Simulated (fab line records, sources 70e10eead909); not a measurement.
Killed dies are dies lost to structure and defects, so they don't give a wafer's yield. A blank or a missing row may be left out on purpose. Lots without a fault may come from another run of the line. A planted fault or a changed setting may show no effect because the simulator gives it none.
fab line records | flow nand_harc
record lots=12 wafers=36 last_day=24
route steps=1159 shown P_ZERO_WELL@67 P_GATE@138 END@1159
lots that met no fault: from a run of the same line without faults
start_h: hours from the record's first day to the start of the lot's first wafer shown | wait_h: hours since the lot's step before | " the same as in the row above | L1.1+2: a row that stands for several wafers | - no value, or no start given | * or withheld: withheld | < > ~ a bound
route shown NAME@n: a module of which the file shows steps, and the number in the route of the first | usual: mean/standard deviation of fault-free wafers | same: alike in all rows | chamber/n: place in a boat | sites: the reading at each site | _std_site: their standard deviation | _edge_site: outer sites' mean less inner sites' | radius_mm: how far each site lies from the wafer's centre | mask NAME#n: copy n | behind: the tool/chamber that last shaped the wafer | hold: why the lot was held/for how many hours/how that ended | device: the transistor (n, p or np) that didn't switch | end of line: the same wafers' tests at the end of the route | a step without rows: its recipe alone | killed: dies lost to structure and defects at the first sort, not the wafer's yield | map: a wafer's dies, x killed, . not, _ none there
set.NAME: the setting as run; set.NAME@STEP: as run at that earlier step | model.NAME: the simulator's own value behind a step, which no gauge read
steps of the route over a sample of lots; a table a step, a row a wafer
services: from which hour (start_h, from the record's first day; less than 0 if before it) a tool's chamber was out of use, for how many hours, and why
## steps
# step NHARC_P_ZERO_WELL_RTA_42
# recipe temp_c=1100 time_s=300
# usual lamp_power_pct=37/3 lamp_zone_2_pct=37/3 wafer_temp_C_max=1104.9/0.97
# columns lot.wafer tool chamber start_h wait_h lamp_power_pct lamp_zone_2_pct wafer_temp_C_max
L449.2 rtp_anneal-01 0 19.10 - 41 41 1104.2
L449.3 " 0 " " 41 41 1104.5
L449.4 " 0 " " 41 41 1104.8
L451.1 rtp_anneal-01 0 31.12 - 41 41 1103.6
L451.5 " 0 " " 41 41 1104.6
L451.6 " 0 " " 41 41 1105.0
L455.1 rtp_anneal-01 0 57.71 - 41 41 1103.5
L455.3 " 0 " " 41 41 1104.2
L455.6 " 0 " " 41 41 1103.7
L458.1 rtp_anneal-02 0 72.78 - 34 34 1105.4
L458.3 " 0 " " 34 35 1105.3
L458.6 " 0 " " 34 35 1106.5
L459.1 rtp_anneal-02 0 79.08 - 34 34 1105.7
L459.2 " 0 " " 34 34 1105.0
L459.5 " 0 " " 34 34 1103.8
L460.1 rtp_anneal-02 0 84.93 - 34 34 1104.8
L460.4 " 0 " " 34 35 1107.1
L460.6 " 0 " " 35 34 1104.9
L461.1 rtp_anneal-01 0 91.18 - 41 41 1105.0
L461.5 " 0 " " 41 41 1104.5
L461.6 " 0 " " 41 41 1103.6
L468.1 rtp_anneal-02 0 132.83 - 35 35 1104.0
L468.3 " 0 " " 35 34 1104.2
L468.4 " 0 " " 35 35 1105.5
L469.4 rtp_anneal-02 0 139.18 - 34 34 1105.8
L469.5 " 0 " " 34 35 1104.5
L469.6 " 0 " " 35 34 1103.9
L470.1 rtp_anneal-01 0 145.24 - 41 41 1103.4
L470.2 " 0 " " 41 41 1103.7
L470.4 " 0 " " 41 41 1104.9
L471.3 rtp_anneal-01 0 151.42 - 41 41 1105.9
L471.4 " 0 " " 41 41 1104.1
L471.6 " 0 " " 41 41 1104.5
L472.1 rtp_anneal-02 0 157.26 - 35 35 1107.0
L472.2 " 0 " " 35 35 1106.1
L472.4 " 0 " " 35 35 1105.2
# step NHARC_P_GATE_EXPOSE_23
# recipe na=1.35 target_cd_nm=120 dose_mj=93.91 mask_id=P_GATE
# columns lot.wafer tool chamber start_h wait_h mask
L449.2+3+4 arfi_scanner-03 0 94.59 - P_GATE#0
L451.1+5+6 arfi_scanner-02 0 103.09 - P_GATE#0
L455.1+3+6 arfi_scanner-02 0 125.35 - P_GATE#0
L459.1+2+5 arfi_scanner-02 0 145.65 - P_GATE#0
L458.1+3+6 arfi_scanner-02 0 146.17 - P_GATE_R1#0
L460.1+4+6 arfi_scanner-03 0 167.87 - P_GATE#0
L461.1+5+6 arfi_scanner-03 0 168.40 - P_GATE#0
L468.1+3+4 arfi_scanner-03 0 205.73 - P_GATE#0
L469.4+5+6 arfi_scanner-02 0 206.35 - P_GATE#0
L471.3+4+6 arfi_scanner-03 0 220.24 - P_GATE#0
L470.1+2+4 arfi_scanner-03 0 220.51 - P_GATE#0
L472.1+2+4 arfi_scanner-02 0 227.53 - P_GATE#0
# step NHARC_P_GATE_CD_MEAS_26
# recipe target_cd_nm=120 landing_energy_ev=500
# usual cd_nm=120.1/0.61
# columns lot.wafer tool chamber start_h wait_h cd_nm
L449.2 cd_sem-02 0 94.73 - 119.2
L449.3 " 0 " " 119.8
L449.4 " 0 " " 119.8
L451.1 cd_sem-02 0 103.23 - 120.1
L451.5 " 0 " " 120.8
L451.6 " 0 " " 120.2
L455.1 cd_sem-02 0 125.49 - 120.1
L455.3 " 0 " " 120.4
L455.6 " 0 " " 120.0
L459.1 cd_sem-01 0 145.79 - 120.0
L459.2 " 0 " " 119.9
L459.5 " 0 " " 119.5
L458.1 cd_sem-03 0 146.31 - 112.7
L458.3 " 0 " " 112.5
L458.6 " 0 " " 111.7
L460.1 cd_sem-01 0 168.01 - 120.5
L460.4 " 0 " " 119.7
L460.6 " 0 " " 119.9
L461.1 cd_sem-03 0 168.54 - 121.0
L461.5 " 0 " " 121.0
L461.6 " 0 " " 120.6
L468.1 cd_sem-03 0 205.87 - 119.8
L468.3 " 0 " " 119.9
L468.4 " 0 " " 120.5
L469.4 cd_sem-02 0 206.49 - 119.1
L469.5 " 0 " " 119.9
L469.6 " 0 " " 120.1
L471.3 cd_sem-01 0 220.38 - 120.4
L471.4 " 0 " " 120.5
L471.6 " 0 " " 120.0
L470.1 cd_sem-02 0 220.65 - 120.5
L470.2 " 0 " " 120.9
L470.4 " 0 " " 120.3
L472.1 cd_sem-02 0 227.67 - 120.6
L472.2 " 0 " " 120.4
L472.4 " 0 " " 120.1
# step NHARC_P_GATE_HM_OPEN_105
# recipe target_depth_a=3600 o2_flow_sccm=400 cos_flow_sccm=20 ar_flow_sccm=0 rf_w=500 bias_w=300 chemistry=O2/COS
# usual bias_w=300.1/0.9 drypump_motor_current_A=5.7/0.39 oes_product_au=0.995/0.0097 rf_vpp_V=467.0/2.7 showerhead_plenum_p_Torr=3.12/0.12 throttle_valve_pct=28.330/0.0089
# columns lot.wafer tool chamber start_h wait_h bias_w drypump_motor_current_A oes_product_au rf_hours_counter_h rf_vpp_V showerhead_plenum_p_Torr throttle_valve_pct
L449.3 rie_diel-13 0 - - 300.3 5.2 1.016 32 464.2 2.99 28.327
L449.4 " 1 " " 300.0 5.5 0.995 32 464.9 3.01 28.339
L449.2 " 2 " " 300.5 6.0 1.005 26 464.6 3.02 28.323
L451.1 rie_diel-01 1 - - 298.6 5.1 1.009 48 465.8 2.99 28.344
L451.6 " 1 " " 300.5 5.1 1.011 - 464.4 2.99 28.343
L451.5 " 2 " " 300.9 6.0 1.010 - 468.2 3.24 28.336
L455.3 rie_diel-07 0 - - 300.1 5.9 1.017 22 472.0 3.36 28.336
L455.1 " 1 " " 299.8 5.7 0.996 22 468.3 3.13 28.334
L455.6 " 0 " " 300.8 5.8 1.013 - 470.6 3.36 28.311
L459.1 rie_diel-07 1 - - 301.2 5.6 0.990 31 467.7 3.12 28.328
L459.2 " 3 " " 298.5 5.3 0.989 32 467.4 3.11 28.329
L459.5 " 2 " " 298.9 5.9 0.988 - 469.5 3.17 28.339
L458.3 rie_diel-07 1 - - 298.4 5.6 0.986 32 468.0 3.12 28.335
L458.1 " 2 " " 299.1 6.0 0.997 32 467.9 3.17 28.317
L458.6 " 2 " " 299.9 6.0 0.998 - 468.0 3.17 28.325
L460.1 rie_diel-07 0 - - 300.6 5.8 0.990 43 472.0 3.35 28.327
L460.4 " 2 " " 299.4 6.0 0.979 41 467.4 3.16 28.316
L460.6 " 1 " " 301.0 5.7 0.997 - 467.3 3.12 28.342
L461.1 rie_diel-07 1 - - 298.6 5.6 0.996 41 466.2 3.12 28.331
L461.5 " 0 " " 300.1 5.8 0.991 - 471.4 3.35 28.325
L461.6 " 1 " " 299.8 5.6 0.978 - 466.7 3.12 28.345
L468.1 rie_diel-13 3 - - 299.4 6.0 1.007 20 469.7 3.21 28.324
L468.3 " 0 " " 299.9 5.2 0.993 19 464.4 2.98 28.324
L468.4 " 2 " " 300.1 6.0 1.002 19 465.8 3.02 28.312
L469.4 rie_diel-13 2 - - 298.9 6.0 1.000 19 463.7 3.01 28.341
L469.6 " 1 " " 302.1 5.5 0.976 - 464.2 3.00 28.331
L469.5 " 2 " " 300.0 6.0 1.016 - 465.2 3.01 28.317
L471.3 rie_diel-13 0 - - 299.4 5.2 0.995 23 463.8 2.98 28.332
L471.4 " 1 " " 299.7 5.5 0.985 22 465.7 3.00 28.331
L471.6 " 3 " " 299.2 6.0 0.993 - 468.4 3.21 28.327
L470.2 rie_diel-01 1 - - 300.4 5.1 1.008 31 464.4 2.98 28.340
L470.1 " 2 " " 298.9 6.0 1.000 28 469.5 3.22 28.327
L470.4 " 3 " " 300.4 5.4 0.997 27 465.2 3.09 28.328
L472.2 rie_diel-13 2 - - 301.0 6.0 1.005 23 463.7 3.01 28.321
L472.1 " 3 " " 299.4 6.0 0.995 24 467.8 3.21 28.338
L472.4 " 0 " " 298.7 5.2 0.991 24 463.0 2.97 28.331
# step NHARC_P_GATE_ALD_36
# recipe target_thk_a=200 pulse_time_s=60 ald_cycles=223 temp_c=400 material=SiNx
# usual heater_power_w=861/100 precursor_pulse_height_rel=0.997/0.02
# columns lot.wafer tool chamber start_h wait_h heater_power_w precursor_pulse_height_rel
L449.2 ald_sin-02 2 98.16 - 995 0.980
L449.3 " 3 99.22 - 776 0.977
L449.4 " 0 100.28 - 720 1.012
L451.1 ald_sin-02 3 106.09 - 766 1.011
L451.5 " 2 109.30 - 977 0.987
L451.6 " 3 110.37 - 773 1.034
L455.1 ald_sin-04 0 126.95 - 728 0.959
L455.3 " 3 130.20 - 900 1.036
L455.6 " 0 131.29 - 714 0.983
L459.2 ald_sin-04 1 147.46 - 845 0.974
L459.1 " 0 150.65 - 726 1.000
L459.5 " 1 151.71 - 845 0.999
L458.3 ald_sin-02 1 147.86 - 869 1.031
L458.1 " 0 151.01 - 737 0.986
L458.6 " 1 152.06 - 861 0.980
L460.4 ald_sin-03 1 170.50 - 735 0.993
L460.1 " 2 171.56 - 915 1.006
L460.6 " 1 174.72 - 762 0.976
L461.1 ald_sin-02 0 172.20 - 729 0.979
L461.5 " 2 174.34 - 1015 0.995
L461.6 " 3 175.42 - 760 1.036
L468.1 ald_sin-02 2 207.48 - 1030 1.009
L468.4 " 3 208.53 - 762 0.990
L468.3 " 0 209.59 - 733 1.001
L469.4 ald_sin-03 2 208.99 - 910 1.004
L469.6 " 1 212.15 - 751 1.003
L469.5 " 2 213.21 - 922 0.985
L471.3 ald_sin-04 2 221.81 - 784 0.998
L471.4 " 2 226.05 - 800 0.950
L471.6 " 3 227.46 - 906 0.982
L470.2 ald_sin-02 2 222.12 - 1015 1.015
L470.1 " 1 224.92 - 845 1.016
L470.4 " 0 227.71 - 713 1.008
L472.1 ald_sin-03 2 230.19 - 931 1.007
L472.2 " 3 231.26 - 1085 0.982
L472.4 " 0 232.33 - 904 1.028
# step NHARC_END_SORT_01
# recipe temp_c=25
# usual killed_at_array=29/10 killed_at_other=0.7/1.1 killed_at_periphery=3.2/2.2 killed_dies=33/11 killed_open=3.5/1.8 killed_short=2.0/1.4
# same gross_dies=677
# columns lot.wafer tool chamber start_h wait_h killed_at_array killed_at_other killed_at_periphery killed_dies killed_open killed_short
L458.6 prober-01 0 517.74 4.1 22 1 6 29 4 3
# killed by level:class
L458.6 A_CONTACT:chamber_film_flake=5 A_CHANNEL_HOLE_D1:chamber_film_flake=4 A_WL_FILL:chamber_film_flake=3 A_CONTACT:geometric_particle:open=2 A_M0:geometric_particle:open=2 P_STI:chamber_film_flake=2 P_CONTACT:chamber_film_flake=2 A_ONON_D1:geometric_particle:short=1
## services
# columns tool chamber start_h hours kind
ald_sin-04 0 -4.74 14.5 repair
ald_sin-02 - 3.26 0.8 repair
arfi_scanner-03 - 8.57 0.2 repair
ald_sin-04 - 9.93 10.0 pm
rie_diel-13 0 18.94 2.5 repair
rie_diel-13 - 30.90 0.3 repair
rie_diel-07 3 32.25 1.5 repair
rie_diel-07 - 51.39 9.0 pm
ald_sin-03 2 52.77 5.1 repair
ald_sin-04 3 63.67 35.6 repair
ald_sin-02 - 65.19 10.0 pm
arfi_scanner-02 - 84.00 4.0 pm
ald_sin-03 0 98.28 3.3 repair
rie_diel-13 - 99.06 9.0 pm
ald_sin-03 2 101.11 19.0 repair
ald_sin-03 - 102.00 10.0 pm
ald_sin-02 3 126.27 4.7 repair
arfi_scanner-02 - 137.03 0.4 repair
arfi_scanner-03 - 140.00 4.0 pm
ald_sin-03 3 156.07 2.5 repair
rie_diel-07 3 178.24 7.3 repair
arfi_scanner-02 - 181.79 8.6 repair
ald_sin-04 0 217.61 5.0 repair
rie_diel-07 - 228.51 9.0 pm
## key
first_sign step=NHARC_P_GATE_EXPOSE_23 reading=mask direction=changed
effect step=NHARC_P_GATE_CD_MEAS_26 reading=cd_nm direction=down sigmas=13 usual=120.1 struck=112.3
met_at NHARC_P_GATE_EXPOSE_23
struck_lots L458
tester_left_out L458
not_acting_at NHARC_P_ZERO_WELL_RTA_42,NHARC_P_GATE_HM_OPEN_105,NHARC_P_GATE_ALD_36
onset_between 145.65 146.17
fault kind=wrong_mask tool=any chamber=- onset_h=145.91 steps=NHARC_P_GATE_EXPOSE_23 aux_copy=P_GATE_R1#0 cd_offset_nm=-7.6045 scope=struck_lots_only
# tester_left_out: of these lots the tester's yield and bins aren't shown, on N5 and GAA mostly nor the transistor test; their killed dies are dies lost to structure and defects alone, not to doping, threshold or leakage, so they don't give the yield
